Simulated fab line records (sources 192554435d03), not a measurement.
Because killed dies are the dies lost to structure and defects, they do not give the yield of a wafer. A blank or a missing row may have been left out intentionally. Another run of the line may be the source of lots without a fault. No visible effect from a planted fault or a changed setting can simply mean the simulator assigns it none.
Chamber matching :: flow n5 finfet :: N5_FIN_CUT_ETCH_30 on rie diel-05: 4 sister chambers
The step etches underlayer in N2/H2, target depth 13 nm, time 10.4 s. 16 wafers are shown with their chamber, then 8 later ones without.

== EACH WAFER AND ITS CHAMBER ==
wafer: L075.1
chamber: 0
drypump motor current A (A): 5.1
showerhead plenum p Torr (Torr): 2.67
oes product au (a.u.): 0.68

wafer: L075.4
chamber: 1
drypump motor current A (A): 6.0
showerhead plenum p Torr (Torr): 2.55
oes product au (a.u.): 0.68

wafer: L075.5
chamber: 3
drypump motor current A (A): 5.8
showerhead plenum p Torr (Torr): 2.68
oes product au (a.u.): 0.68

wafer: L080.2
chamber: 0
drypump motor current A (A): 5.0
showerhead plenum p Torr (Torr): 2.67
oes product au (a.u.): 0.67

wafer: L080.3
chamber: 3
drypump motor current A (A): 5.8
showerhead plenum p Torr (Torr): 2.67
oes product au (a.u.): 0.67

wafer: L080.6
chamber: 0
drypump motor current A (A): 5.1
showerhead plenum p Torr (Torr): 2.67
oes product au (a.u.): 0.67

wafer: L081.1
chamber: 1
drypump motor current A (A): 6.0
showerhead plenum p Torr (Torr): 2.54
oes product au (a.u.): 0.67

wafer: L081.4
chamber: 1
drypump motor current A (A): 6.0
showerhead plenum p Torr (Torr): 2.54
oes product au (a.u.): 0.66

wafer: L081.5
chamber: 3
drypump motor current A (A): 5.8
showerhead plenum p Torr (Torr): 2.67
oes product au (a.u.): 0.67

wafer: L082.1
chamber: 0
drypump motor current A (A): 5.0
showerhead plenum p Torr (Torr): 2.67
oes product au (a.u.): 0.67

wafer: L082.5
chamber: 0
drypump motor current A (A): 5.0
showerhead plenum p Torr (Torr): 2.67
oes product au (a.u.): 0.67

wafer: L082.6
chamber: 1
drypump motor current A (A): 6.0
showerhead plenum p Torr (Torr): 2.54
oes product au (a.u.): 0.67

wafer: L084.2
chamber: 1
drypump motor current A (A): 6.0
showerhead plenum p Torr (Torr): 2.54
oes product au (a.u.): 0.66

wafer: L084.3
chamber: 2
drypump motor current A (A): 5.3
showerhead plenum p Torr (Torr): 2.50
oes product au (a.u.): 0.84

wafer: L084.5
chamber: 0
drypump motor current A (A): 5.0
showerhead plenum p Torr (Torr): 2.67
oes product au (a.u.): 0.67

wafer: L088.1
chamber: 0
drypump motor current A (A): 5.0
showerhead plenum p Torr (Torr): 2.66
oes product au (a.u.): 0.66

SIGNATURES (averages over the wafers above)
reading: drypump motor current A
chamber 0: 5.029
chamber 1: 6.000
chamber 2: 5.300
chamber 3: 5.800
scatter within a chamber: 0.0345

reading: showerhead plenum p Torr
chamber 0: 2.6686
chamber 1: 2.5420
chamber 2: 2.5000
chamber 3: 2.6733
scatter within a chamber: 0.0044

reading: oes product au
chamber 0: 0.6700
chamber 1: 0.6680
chamber 2: 0.8400
chamber 3: 0.6733
scatter within a chamber: 0.00675
Rule: for each reading, subtract the chamber's mean from the wafer's reading, divide by that reading's scatter and square the result; add these up over the readings and take the root, which gives the wafer's distance from the chamber. The wafer belongs to the nearest chamber; if the next one is less than 2 further off, it can't be placed. The scatter: the root of (the sum of the squares of (reading less its chamber's mean) over the shown wafers, divided by (wafers less chambers)).

== WAFERS WHOSE CHAMBER IS MISSING ==
wafer: L088.4
drypump motor current A (A): 5.3
showerhead plenum p Torr (Torr): 2.50
oes product au (a.u.): 0.82

wafer: L088.6
drypump motor current A (A): 5.0
showerhead plenum p Torr (Torr): 2.66
oes product au (a.u.): 0.66

wafer: L090.1
drypump motor current A (A): 5.0
showerhead plenum p Torr (Torr): 2.66
oes product au (a.u.): 0.66

wafer: L090.5
drypump motor current A (A): 6.0
showerhead plenum p Torr (Torr): 2.54
oes product au (a.u.): 0.66

wafer: L090.6
drypump motor current A (A): 5.1
showerhead plenum p Torr (Torr): 2.66
oes product au (a.u.): 0.66

wafer: L093.2
drypump motor current A (A): 5.8
showerhead plenum p Torr (Torr): 2.66
oes product au (a.u.): 0.65

wafer: L093.3
drypump motor current A (A): 6.0
showerhead plenum p Torr (Torr): 2.53
oes product au (a.u.): 0.65

wafer: L093.4
drypump motor current A (A): 5.3
showerhead plenum p Torr (Torr): 2.50
oes product au (a.u.): 0.81

== WHICH CHAMBER EACH WENT THROUGH ==
wafer: L088.4
from the rows above: 2
in truth: 2

wafer: L088.6
from the rows above: 0
in truth: 0

wafer: L090.1
from the rows above: 0
in truth: 0

wafer: L090.5
from the rows above: 1
in truth: 1

wafer: L090.6
from the rows above: 0
in truth: 0

wafer: L093.2
from the rows above: 3
in truth: 3

wafer: L093.3
from the rows above: 1
in truth: 1

wafer: L093.4
from the rows above: 2
in truth: 2
Correctly placed: 8 of 8. Left unplaced by these rows: 0. 0 placed wrongly.
